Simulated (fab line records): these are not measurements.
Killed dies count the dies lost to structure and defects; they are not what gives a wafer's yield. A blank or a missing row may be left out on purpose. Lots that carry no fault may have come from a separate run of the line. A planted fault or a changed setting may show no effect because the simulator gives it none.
fab line records || flow n5_finfet
record {"lots": 7, "wafers": 39}
route steps=1938 shown FIN_CUT@169 DUMMY_GATE@237 HKMG_FIN@438
start_h: start of the lot's first displayed wafer, in hours after the record's first day || wait_h: how many hours have passed since the lot's step before this one || " unchanged from the row above || L1.1+2: a row that stands for several wafers || - no value, or no start was given || * or withheld: withheld || < > ~ a bound
route shown NAME@n: a module of which the file shows steps, and the number in the route of the first || usual: mean and standard deviation over wafers with no fault || same: alike in all rows || chamber/n: place in a boat || sites: each site's reading || _std_site: standard deviation of those values || _edge_site: mean of outer sites minus mean of inner sites || radius_mm: for every site, how far away it sits from the centre of the wafer || mask NAME#n: copy n || behind: the last tool/chamber to shape the wafer || hold: why the lot was held/for how many hours/how that ended || device: whichever transistor did not switch (one of n, p or np) || end of line: tests of these same wafers at the route's end || step lacking rows: just its recipe || killed: dies that structure and defects cost at the first sort, which is not the same as the wafer's yield || map: a wafer's dies, x killed, . not, _ none there
set.NAME: the run value of the setting; set.NAME@STEP: its run value at that earlier step || model.NAME: the simulator's own value behind a step, which no gauge read
one table per step and one row per wafer, for lots whose settings were changed on purpose
## steps
# step N5_FIN_CUT_ETCH_21
# recipe {"chemistry": "N2/H2", "target": "SOC", "target_depth_a": 2190, "overetch_a": 438, "mask_material": "SiARC", "temp_c": 40, "ion_energy_ev": 100, "bias_w": 61, "time_s": 523.5, "pressure_mtorr": 30, "source_w": 850, "n2_flow_sccm": 200, "h2_flow_sccm": 200}
{"lot.wafer": "L076.1", "tool": "rie_diel-05", "chamber": 3, "start_h": 40.39, "wait_h": 0.0, "set.time_s": 573.2, "model.SiARC_of_FIN_CUT_COAT_19.thk_nm": 11}
{"lot.wafer": "L076.2+3", "tool": "rie_diel-05", "chamber": "0,1", "start_h": 40.39, "wait_h": 0.0, "set.time_s": 523.5, "model.SiARC_of_FIN_CUT_COAT_19.thk_nm": 12}
{"lot.wafer": "L076.4+6", "tool": "rie_diel-05", "chamber": "1,0", "start_h": 40.39, "wait_h": 0.0, "set.time_s": 573.2, "model.SiARC_of_FIN_CUT_COAT_19.thk_nm": 11.2}
{"lot.wafer": "L076.5", "tool": "rie_diel-05", "chamber": 3, "start_h": 40.39, "wait_h": 0.0, "set.time_s": 523.5, "model.SiARC_of_FIN_CUT_COAT_19.thk_nm": 11.8}
{"lot.wafer": "L077.1+2+5+6", "tool": "rie_diel-05", "chamber": "0,1,0,1", "start_h": 47.97, "wait_h": 0.0, "set.time_s": 523.5, "model.SiARC_of_FIN_CUT_COAT_19.thk_nm": 12}
{"lot.wafer": "L077.3+4", "tool": "rie_diel-05", "chamber": 3, "start_h": 47.97, "wait_h": 0.0, "set.time_s": 523.5, "model.SiARC_of_FIN_CUT_COAT_19.thk_nm": 11.8}
{"lot.wafer": "L079.1+4+5", "tool": "rie_diel-03", "chamber": "2,0,2", "start_h": 57.28, "wait_h": 0.0, "set.time_s": 523.5, "model.SiARC_of_FIN_CUT_COAT_19.thk_nm": 11.8}
{"lot.wafer": "L079.2+3+6", "tool": "rie_diel-03", "chamber": "0,1,1", "start_h": 57.28, "wait_h": 0.0, "set.time_s": 523.5, "model.SiARC_of_FIN_CUT_COAT_19.thk_nm": 12}
{"lot.wafer": "L087.2+3+6", "tool": "rie_diel-03", "chamber": "3,2,3", "start_h": 105.99, "wait_h": 0.0, "set.time_s": 523.5, "model.SiARC_of_FIN_CUT_COAT_19.thk_nm": 11.8}
{"lot.wafer": "L088.1", "tool": "rie_diel-01", "chamber": 1, "start_h": 111.03, "wait_h": 0.0, "set.time_s": 523.5, "model.SiARC_of_FIN_CUT_COAT_19.thk_nm": 12}
{"lot.wafer": "L088.2+3+4+5+6", "tool": "rie_diel-01", "chamber": "0,2,3,1,0", "start_h": 111.03, "wait_h": 0.0, "set.time_s": 523.5, "model.SiARC_of_FIN_CUT_COAT_19.thk_nm": 11.8}
{"lot.wafer": "L092.1+2+6", "tool": "rie_diel-05", "chamber": "1,3,1", "start_h": 135.26, "wait_h": 0.0, "set.time_s": 523.5, "model.SiARC_of_FIN_CUT_COAT_19.thk_nm": 11.8}
{"lot.wafer": "L092.3+5", "tool": "rie_diel-05", "chamber": 0, "start_h": 135.26, "wait_h": 0.0, "set.time_s": 470.1, "model.SiARC_of_FIN_CUT_COAT_19.thk_nm": 12.8}
{"lot.wafer": "L092.4", "tool": "rie_diel-05", "chamber": 3, "start_h": 135.26, "wait_h": 0.0, "set.time_s": 470.1, "model.SiARC_of_FIN_CUT_COAT_19.thk_nm": 12.6}
{"lot.wafer": "L095.1+4", "tool": "rie_diel-05", "chamber": "1,0", "start_h": 157.87, "wait_h": 0.0, "set.time_s": 474.8, "model.SiARC_of_FIN_CUT_COAT_19.thk_nm": 12.6}
{"lot.wafer": "L095.2+5", "tool": "rie_diel-05", "chamber": 3, "start_h": 157.87, "wait_h": 0.0, "set.time_s": 523.5, "model.SiARC_of_FIN_CUT_COAT_19.thk_nm": 11.8}
{"lot.wafer": "L095.3", "tool": "rie_diel-05", "chamber": 2, "start_h": 157.87, "wait_h": 0.0, "set.time_s": 474.8, "model.SiARC_of_FIN_CUT_COAT_19.thk_nm": 12.4}
{"lot.wafer": "L095.6", "tool": "rie_diel-05", "chamber": 2, "start_h": 157.87, "wait_h": 0.0, "set.time_s": 523.5, "model.SiARC_of_FIN_CUT_COAT_19.thk_nm": 11.6}
# step N5_DUMMY_GATE_ETCH_37
# recipe {"chemistry": "N2/H2", "target": "SOC", "target_depth_a": 600, "overetch_a": 300, "temp_c": 40, "ion_energy_ev": 200, "pressure_mtorr": 30, "source_w": 840, "bias_w": 150, "n2_flow_sccm": 200, "h2_flow_sccm": 200}
# usual {"rf_vpp_V": "524.4/1.5"}
{"lot.wafer": "L076.1", "tool": "rie_diel-05", "chamber": 2, "start_h": 60.03, "wait_h": 0.0, "set.source_w": 840, "rf_vpp_V": 525.3}
{"lot.wafer": "L076.2", "tool": "rie_diel-05", "chamber": 0, "start_h": 60.03, "wait_h": 0.0, "set.source_w": 840, "rf_vpp_V": 523.8}
{"lot.wafer": "L076.3", "tool": "rie_diel-05", "chamber": 1, "start_h": 60.03, "wait_h": 0.0, "set.source_w": 840, "rf_vpp_V": 525.2}
{"lot.wafer": "L076.4", "tool": "rie_diel-05", "chamber": 3, "start_h": 60.03, "wait_h": 0.0, "set.source_w": 840, "rf_vpp_V": 523.5}
{"lot.wafer": "L076.5", "tool": "rie_diel-05", "chamber": 3, "start_h": 60.03, "wait_h": 0.0, "set.source_w": 840, "rf_vpp_V": 522.5}
{"lot.wafer": "L076.6", "tool": "rie_diel-05", "chamber": 2, "start_h": 60.03, "wait_h": 0.0, "set.source_w": 840, "rf_vpp_V": 526.2}
{"lot.wafer": "L077.1", "tool": "rie_diel-05", "chamber": 0, "start_h": 69.10, "wait_h": 0.0, "set.source_w": 915.7, "rf_vpp_V": 508.2}
{"lot.wafer": "L077.2", "tool": "rie_diel-05", "chamber": 1, "start_h": 69.10, "wait_h": 0.0, "set.source_w": 840, "rf_vpp_V": 525.0}
{"lot.wafer": "L077.3", "tool": "rie_diel-05", "chamber": 3, "start_h": 69.10, "wait_h": 0.0, "set.source_w": 915.7, "rf_vpp_V": 509.0}
{"lot.wafer": "L077.4", "tool": "rie_diel-05", "chamber": 2, "start_h": 69.10, "wait_h": 0.0, "set.source_w": 915.7, "rf_vpp_V": 509.8}
{"lot.wafer": "L077.5", "tool": "rie_diel-05", "chamber": 3, "start_h": 69.10, "wait_h": 0.0, "set.source_w": 840, "rf_vpp_V": 525.1}
{"lot.wafer": "L077.6", "tool": "rie_diel-05", "chamber": 0, "start_h": 69.10, "wait_h": 0.0, "set.source_w": 840, "rf_vpp_V": 523.3}
{"lot.wafer": "L079.1", "tool": "rie_diel-03", "chamber": 2, "start_h": 76.91, "wait_h": 0.0, "set.source_w": 840, "rf_vpp_V": 525.7}
{"lot.wafer": "L079.2", "tool": "rie_diel-03", "chamber": 1, "start_h": 76.91, "wait_h": 0.0, "set.source_w": 743.4, "rf_vpp_V": 548.2}
{"lot.wafer": "L079.3", "tool": "rie_diel-03", "chamber": 3, "start_h": 76.91, "wait_h": 0.0, "set.source_w": 743.4, "rf_vpp_V": 547.8}
{"lot.wafer": "L079.4", "tool": "rie_diel-03", "chamber": 0, "start_h": 76.91, "wait_h": 0.0, "set.source_w": 840, "rf_vpp_V": 521.5}
{"lot.wafer": "L079.5", "tool": "rie_diel-03", "chamber": 1, "start_h": 76.91, "wait_h": 0.0, "set.source_w": 840, "rf_vpp_V": 526.8}
{"lot.wafer": "L079.6", "tool": "rie_diel-03", "chamber": 2, "start_h": 76.91, "wait_h": 0.0, "set.source_w": 743.4, "rf_vpp_V": 547.8}
{"lot.wafer": "L087.2", "tool": "rie_diel-03", "chamber": 2, "start_h": 126.78, "wait_h": 0.0, "set.source_w": 840, "rf_vpp_V": 524.6}
{"lot.wafer": "L087.3", "tool": "rie_diel-03", "chamber": 0, "start_h": 126.78, "wait_h": 0.0, "set.source_w": 840, "rf_vpp_V": 520.9}
{"lot.wafer": "L087.6", "tool": "rie_diel-03", "chamber": 0, "start_h": 126.78, "wait_h": 0.0, "set.source_w": 840, "rf_vpp_V": 522.1}
{"lot.wafer": "L088.1", "tool": "rie_diel-05", "chamber": 1, "start_h": 130.01, "wait_h": 0.0, "set.source_w": 784.7, "rf_vpp_V": 536.6}
{"lot.wafer": "L088.2", "tool": "rie_diel-05", "chamber": 0, "start_h": 130.01, "wait_h": 0.0, "set.source_w": 784.7, "rf_vpp_V": 535.1}
{"lot.wafer": "L088.3", "tool": "rie_diel-05", "chamber": 3, "start_h": 130.01, "wait_h": 0.0, "set.source_w": 784.7, "rf_vpp_V": 536.4}
{"lot.wafer": "L088.4", "tool": "rie_diel-05", "chamber": 3, "start_h": 130.01, "wait_h": 0.0, "set.source_w": 840, "rf_vpp_V": 524.3}
{"lot.wafer": "L088.5", "tool": "rie_diel-05", "chamber": 0, "start_h": 130.01, "wait_h": 0.0, "set.source_w": 840, "rf_vpp_V": 523.6}
{"lot.wafer": "L088.6", "tool": "rie_diel-05", "chamber": 1, "start_h": 130.01, "wait_h": 0.0, "set.source_w": 840, "rf_vpp_V": 525.5}
{"lot.wafer": "L092.1", "tool": "rie_diel-05", "chamber": 2, "start_h": 159.46, "wait_h": 0.0, "set.source_w": 722.6, "rf_vpp_V": 552.4}
{"lot.wafer": "L092.2", "tool": "rie_diel-05", "chamber": 0, "start_h": 159.46, "wait_h": 0.0, "set.source_w": 840, "rf_vpp_V": 522.3}
{"lot.wafer": "L092.3", "tool": "rie_diel-05", "chamber": 1, "start_h": 159.46, "wait_h": 0.0, "set.source_w": 722.6, "rf_vpp_V": 551.7}
{"lot.wafer": "L092.4", "tool": "rie_diel-05", "chamber": 3, "start_h": 159.46, "wait_h": 0.0, "set.source_w": 722.6, "rf_vpp_V": 552.1}
{"lot.wafer": "L092.5", "tool": "rie_diel-05", "chamber": 0, "start_h": 159.46, "wait_h": 0.0, "set.source_w": 840, "rf_vpp_V": 524.0}
{"lot.wafer": "L092.6", "tool": "rie_diel-05", "chamber": 1, "start_h": 159.46, "wait_h": 0.0, "set.source_w": 840, "rf_vpp_V": 523.6}
{"lot.wafer": "L095.1", "tool": "rie_diel-05", "chamber": 2, "start_h": 176.32, "wait_h": 0.0, "set.source_w": 754.5, "rf_vpp_V": 546.0}
{"lot.wafer": "L095.2", "tool": "rie_diel-05", "chamber": 3, "start_h": 176.32, "wait_h": 0.0, "set.source_w": 754.5, "rf_vpp_V": 542.5}
{"lot.wafer": "L095.3", "tool": "rie_diel-05", "chamber": 1, "start_h": 176.32, "wait_h": 0.0, "set.source_w": 840, "rf_vpp_V": 526.5}
{"lot.wafer": "L095.4", "tool": "rie_diel-05", "chamber": 0, "start_h": 176.32, "wait_h": 0.0, "set.source_w": 840, "rf_vpp_V": 522.3}
{"lot.wafer": "L095.5", "tool": "rie_diel-05", "chamber": 2, "start_h": 176.32, "wait_h": 0.0, "set.source_w": 754.5, "rf_vpp_V": 543.6}
{"lot.wafer": "L095.6", "tool": "rie_diel-05", "chamber": 3, "start_h": 176.32, "wait_h": 0.0, "set.source_w": 840, "rf_vpp_V": 523.8}
# step N5_HKMG_FIN_ETCH_35
# recipe {"chemistry": "N2/H2", "target": "SOC", "target_depth_a": 2158, "ion_energy_ev": 65, "bias_w": 5, "source_w": 3000, "time_s": 243.4, "pressure_mtorr": 30, "n2_flow_sccm": 200, "h2_flow_sccm": 200}
{"lot.wafer": "L076.1", "tool": "rie_diel-04", "chamber": 0, "start_h": 88.09, "wait_h": 0.0, "set.target_depth_a": 2158, "model.etch.depth_nm": 217.3, "model.SOC_of_HKMG_FIN_COAT_29.thk_nm": 83.8, "model.HKMG_FIN.feature_depth_nm": 217.4}
{"lot.wafer": "L076.2", "tool": "rie_diel-04", "chamber": 3, "start_h": 88.09, "wait_h": 0.0, "set.target_depth_a": 2158, "model.etch.depth_nm": 217.4, "model.SOC_of_HKMG_FIN_COAT_29.thk_nm": 83.6, "model.HKMG_FIN.feature_depth_nm": 217.4}
{"lot.wafer": "L076.3", "tool": "rie_diel-04", "chamber": 2, "start_h": 88.09, "wait_h": 0.0, "set.target_depth_a": 2029, "model.etch.depth_nm": 212.4, "model.SOC_of_HKMG_FIN_COAT_29.thk_nm": 88.4, "model.HKMG_FIN.feature_depth_nm": 212.4}
{"lot.wafer": "L076.4", "tool": "rie_diel-04", "chamber": 1, "start_h": 88.09, "wait_h": 0.0, "set.target_depth_a": 2158, "model.etch.depth_nm": 214.4, "model.SOC_of_HKMG_FIN_COAT_29.thk_nm": 85.4, "model.HKMG_FIN.feature_depth_nm": 214.4}
{"lot.wafer": "L076.5", "tool": "rie_diel-04", "chamber": 1, "start_h": 88.09, "wait_h": 0.0, "set.target_depth_a": 2029, "model.etch.depth_nm": 203.6, "model.SOC_of_HKMG_FIN_COAT_29.thk_nm": 97.4, "model.HKMG_FIN.feature_depth_nm": 203.6}
{"lot.wafer": "L076.6", "tool": "rie_diel-04", "chamber": 2, "start_h": 88.09, "wait_h": 0.0, "set.target_depth_a": 2029, "model.etch.depth_nm": 210.8, "model.SOC_of_HKMG_FIN_COAT_29.thk_nm": 90.8, "model.HKMG_FIN.feature_depth_nm": 210.8}
{"lot.wafer": "L077.1", "tool": "rie_diel-06", "chamber": 0, "start_h": 98.72, "wait_h": 0.0, "set.target_depth_a": 2032, "model.etch.depth_nm": 204.7, "model.SOC_of_HKMG_FIN_COAT_29.thk_nm": 94.2, "model.HKMG_FIN.feature_depth_nm": 204.8}
{"lot.wafer": "L077.2", "tool": "rie_diel-06", "chamber": 2, "start_h": 98.72, "wait_h": 0.0, "set.target_depth_a": 2032, "model.etch.depth_nm": 202.8, "model.SOC_of_HKMG_FIN_COAT_29.thk_nm": 96.2, "model.HKMG_FIN.feature_depth_nm": 202.8}
{"lot.wafer": "L077.3", "tool": "rie_diel-06", "chamber": 3, "start_h": 98.72, "wait_h": 0.0, "set.target_depth_a": 2158, "model.etch.depth_nm": 214.5, "model.SOC_of_HKMG_FIN_COAT_29.thk_nm": 84.4, "model.HKMG_FIN.feature_depth_nm": 214.4}
{"lot.wafer": "L077.4", "tool": "rie_diel-06", "chamber": 1, "start_h": 98.72, "wait_h": 0.0, "set.target_depth_a": 2158, "model.etch.depth_nm": 207.4, "model.SOC_of_HKMG_FIN_COAT_29.thk_nm": 91.4, "model.HKMG_FIN.feature_depth_nm": 207.4}
{"lot.wafer": "L077.5", "tool": "rie_diel-06", "chamber": 1, "start_h": 98.72, "wait_h": 0.0, "set.target_depth_a": 2032, "model.etch.depth_nm": 197.2, "model.SOC_of_HKMG_FIN_COAT_29.thk_nm": 101.4, "model.HKMG_FIN.feature_depth_nm": 197.2}
{"lot.wafer": "L077.6", "tool": "rie_diel-06", "chamber": 2, "start_h": 98.72, "wait_h": 0.0, "set.target_depth_a": 2158, "model.etch.depth_nm": 213.8, "model.SOC_of_HKMG_FIN_COAT_29.thk_nm": 84.8, "model.HKMG_FIN.feature_depth_nm": 213.8}
{"lot.wafer": "L079.1", "tool": "rie_diel-04", "chamber": 0, "start_h": 108.69, "wait_h": 0.0, "set.target_depth_a": 2158, "model.etch.depth_nm": 218.5, "model.SOC_of_HKMG_FIN_COAT_29.thk_nm": 82.6, "model.HKMG_FIN.feature_depth_nm": 218.4}
{"lot.wafer": "L079.2", "tool": "rie_diel-04", "chamber": 2, "start_h": 108.69, "wait_h": 0.0, "set.target_depth_a": 2351, "model.etch.depth_nm": 246.8, "model.SOC_of_HKMG_FIN_COAT_29.thk_nm": 55.4, "model.HKMG_FIN.feature_depth_nm": 246.8}
{"lot.wafer": "L079.3", "tool": "rie_diel-04", "chamber": 3, "start_h": 108.69, "wait_h": 0.0, "set.target_depth_a": 2351, "model.etch.depth_nm": 239.9, "model.SOC_of_HKMG_FIN_COAT_29.thk_nm": 61.6, "model.HKMG_FIN.feature_depth_nm": 239.8}
{"lot.wafer": "L079.4", "tool": "rie_diel-04", "chamber": 2, "start_h": 108.69, "wait_h": 0.0, "set.target_depth_a": 2158, "model.etch.depth_nm": 227.1, "model.SOC_of_HKMG_FIN_COAT_29.thk_nm": 73.4, "model.HKMG_FIN.feature_depth_nm": 227.2}
{"lot.wafer": "L079.5", "tool": "rie_diel-04", "chamber": 0, "start_h": 108.69, "wait_h": 0.0, "set.target_depth_a": 2351, "model.etch.depth_nm": 239, "model.SOC_of_HKMG_FIN_COAT_29.thk_nm": 62.2, "model.HKMG_FIN.feature_depth_nm": 239}
{"lot.wafer": "L079.6", "tool": "rie_diel-04", "chamber": 3, "start_h": 108.69, "wait_h": 0.0, "set.target_depth_a": 2158, "model.etch.depth_nm": 220.4, "model.SOC_of_HKMG_FIN_COAT_29.thk_nm": 80.8, "model.HKMG_FIN.feature_depth_nm": 220.4}
{"lot.wafer": "L087.2", "tool": "rie_diel-04", "chamber": 1, "start_h": 155.62, "wait_h": 0.0, "set.target_depth_a": 2158, "model.etch.depth_nm": 212.4, "model.SOC_of_HKMG_FIN_COAT_29.thk_nm": 86.8, "model.HKMG_FIN.feature_depth_nm": 212.4}
{"lot.wafer": "L087.3", "tool": "rie_diel-04", "chamber": 3, "start_h": 155.62, "wait_h": 0.0, "set.target_depth_a": 2158, "model.etch.depth_nm": 218, "model.SOC_of_HKMG_FIN_COAT_29.thk_nm": 81.6, "model.HKMG_FIN.feature_depth_nm": 218}
{"lot.wafer": "L087.6", "tool": "rie_diel-04", "chamber": 2, "start_h": 155.62, "wait_h": 0.0, "set.target_depth_a": 2158, "model.etch.depth_nm": 222, "model.SOC_of_HKMG_FIN_COAT_29.thk_nm": 78.6, "model.HKMG_FIN.feature_depth_nm": 222}
{"lot.wafer": "L088.1", "tool": "rie_diel-02", "chamber": 3, "start_h": 161.56, "wait_h": 0.0, "set.target_depth_a": 2158, "model.etch.depth_nm": 220.4, "model.SOC_of_HKMG_FIN_COAT_29.thk_nm": 79.4, "model.HKMG_FIN.feature_depth_nm": 220.4}
{"lot.wafer": "L088.2", "tool": "rie_diel-02", "chamber": 1, "start_h": 161.56, "wait_h": 0.0, "set.target_depth_a": 2016, "model.etch.depth_nm": 203, "model.SOC_of_HKMG_FIN_COAT_29.thk_nm": 97.2, "model.HKMG_FIN.feature_depth_nm": 203}
{"lot.wafer": "L088.3", "tool": "rie_diel-02", "chamber": 2, "start_h": 161.56, "wait_h": 0.0, "set.target_depth_a": 2158, "model.etch.depth_nm": 215.7, "model.SOC_of_HKMG_FIN_COAT_29.thk_nm": 84.6, "model.HKMG_FIN.feature_depth_nm": 215.8}
{"lot.wafer": "L088.4", "tool": "rie_diel-02", "chamber": 0, "start_h": 161.56, "wait_h": 0.0, "set.target_depth_a": 2016, "model.etch.depth_nm": 195.1, "model.SOC_of_HKMG_FIN_COAT_29.thk_nm": 104.8, "model.HKMG_FIN.feature_depth_nm": 195.2}
{"lot.wafer": "L088.5", "tool": "rie_diel-02", "chamber": 3, "start_h": 161.56, "wait_h": 0.0, "set.target_depth_a": 2158, "model.etch.depth_nm": 220.8, "model.SOC_of_HKMG_FIN_COAT_29.thk_nm": 79.6, "model.HKMG_FIN.feature_depth_nm": 220.8}
{"lot.wafer": "L088.6", "tool": "rie_diel-02", "chamber": 0, "start_h": 161.56, "wait_h": 0.0, "set.target_depth_a": 2016, "model.etch.depth_nm": 196.3, "model.SOC_of_HKMG_FIN_COAT_29.thk_nm": 104.4, "model.HKMG_FIN.feature_depth_nm": 196.2}
{"lot.wafer": "L092.1", "tool": "rie_diel-02", "chamber": 2, "start_h": 188.92, "wait_h": 0.0, "set.target_depth_a": 2020, "model.etch.depth_nm": 203.8, "model.SOC_of_HKMG_FIN_COAT_29.thk_nm": 98.4, "model.HKMG_FIN.feature_depth_nm": 203.8}
{"lot.wafer": "L092.2", "tool": "rie_diel-02", "chamber": 1, "start_h": 188.92, "wait_h": 0.0, "set.target_depth_a": 2020, "model.etch.depth_nm": 206.7, "model.SOC_of_HKMG_FIN_COAT_29.thk_nm": 94.4, "model.HKMG_FIN.feature_depth_nm": 206.6}
{"lot.wafer": "L092.3", "tool": "rie_diel-02", "chamber": 3, "start_h": 188.92, "wait_h": 0.0, "set.target_depth_a": 2158, "model.etch.depth_nm": 222.4, "model.SOC_of_HKMG_FIN_COAT_29.thk_nm": 79.6, "model.HKMG_FIN.feature_depth_nm": 222.4}
{"lot.wafer": "L092.4", "tool": "rie_diel-02", "chamber": 0, "start_h": 188.92, "wait_h": 0.0, "set.target_depth_a": 2158, "model.etch.depth_nm": 216, "model.SOC_of_HKMG_FIN_COAT_29.thk_nm": 84.8, "model.HKMG_FIN.feature_depth_nm": 216}
{"lot.wafer": "L092.5", "tool": "rie_diel-02", "chamber": 2, "start_h": 188.92, "wait_h": 0.0, "set.target_depth_a": 2158, "model.etch.depth_nm": 216.2, "model.SOC_of_HKMG_FIN_COAT_29.thk_nm": 85.8, "model.HKMG_FIN.feature_depth_nm": 216.2}
{"lot.wafer": "L092.6", "tool": "rie_diel-02", "chamber": 1, "start_h": 188.92, "wait_h": 0.0, "set.target_depth_a": 2020, "model.etch.depth_nm": 205.6, "model.SOC_of_HKMG_FIN_COAT_29.thk_nm": 96, "model.HKMG_FIN.feature_depth_nm": 205.6}
{"lot.wafer": "L095.1", "tool": "rie_diel-02", "chamber": 2, "start_h": 206.31, "wait_h": 0.0, "set.target_depth_a": 2378, "model.etch.depth_nm": 237.9, "model.SOC_of_HKMG_FIN_COAT_29.thk_nm": 65.2, "model.HKMG_FIN.feature_depth_nm": 238}
{"lot.wafer": "L095.2", "tool": "rie_diel-02", "chamber": 3, "start_h": 206.31, "wait_h": 0.0, "set.target_depth_a": 2378, "model.etch.depth_nm": 242.1, "model.SOC_of_HKMG_FIN_COAT_29.thk_nm": 59.8, "model.HKMG_FIN.feature_depth_nm": 242.2}
{"lot.wafer": "L095.3", "tool": "rie_diel-02", "chamber": 1, "start_h": 206.31, "wait_h": 0.0, "set.target_depth_a": 2378, "model.etch.depth_nm": 241.1, "model.SOC_of_HKMG_FIN_COAT_29.thk_nm": 61.6, "model.HKMG_FIN.feature_depth_nm": 241.2}
{"lot.wafer": "L095.4", "tool": "rie_diel-02", "chamber": 0, "start_h": 206.31, "wait_h": 0.0, "set.target_depth_a": 2158, "model.etch.depth_nm": 213.1, "model.SOC_of_HKMG_FIN_COAT_29.thk_nm": 89.2, "model.HKMG_FIN.feature_depth_nm": 213}
{"lot.wafer": "L095.5", "tool": "rie_diel-02", "chamber": 3, "start_h": 206.31, "wait_h": 0.0, "set.target_depth_a": 2158, "model.etch.depth_nm": 218.6, "model.SOC_of_HKMG_FIN_COAT_29.thk_nm": 83.6, "model.HKMG_FIN.feature_depth_nm": 218.6}
{"lot.wafer": "L095.6", "tool": "rie_diel-02", "chamber": 2, "start_h": 206.31, "wait_h": 0.0, "set.target_depth_a": 2158, "model.etch.depth_nm": 216.4, "model.SOC_of_HKMG_FIN_COAT_29.thk_nm": 86.2, "model.HKMG_FIN.feature_depth_nm": 216.4}
## key
split {"step": "N5_FIN_CUT_ETCH_21", "setting": "time_s", "stated": 523.5, "by": "wafer"}
response {"step": "N5_FIN_CUT_ETCH_21", "reading": "model.SiARC_of_FIN_CUT_COAT_19.thk_nm", "change": -0.0875, "per": "1%", "r": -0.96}
split {"step": "N5_DUMMY_GATE_ETCH_37", "setting": "source_w", "stated": 840, "by": "wafer"}
response {"step": "N5_DUMMY_GATE_ETCH_37", "reading": "rf_vpp_V", "change": -1.96, "per": "1%", "r": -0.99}
split {"step": "N5_HKMG_FIN_ETCH_35", "setting": "target_depth_a", "stated": 2158, "by": "wafer"}
response {"step": "N5_HKMG_FIN_ETCH_35", "reading": "model.etch.depth_nm", "change": "+2.22", "per": "1%", "r": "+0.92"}
response {"step": "N5_HKMG_FIN_ETCH_35", "reading": "model.SOC_of_HKMG_FIN_COAT_29.thk_nm", "change": -2.21, "per": "1%", "r": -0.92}
response {"step": "N5_HKMG_FIN_ETCH_35", "reading": "model.HKMG_FIN.feature_depth_nm", "change": "+2.22", "per": "1%", "r": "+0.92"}
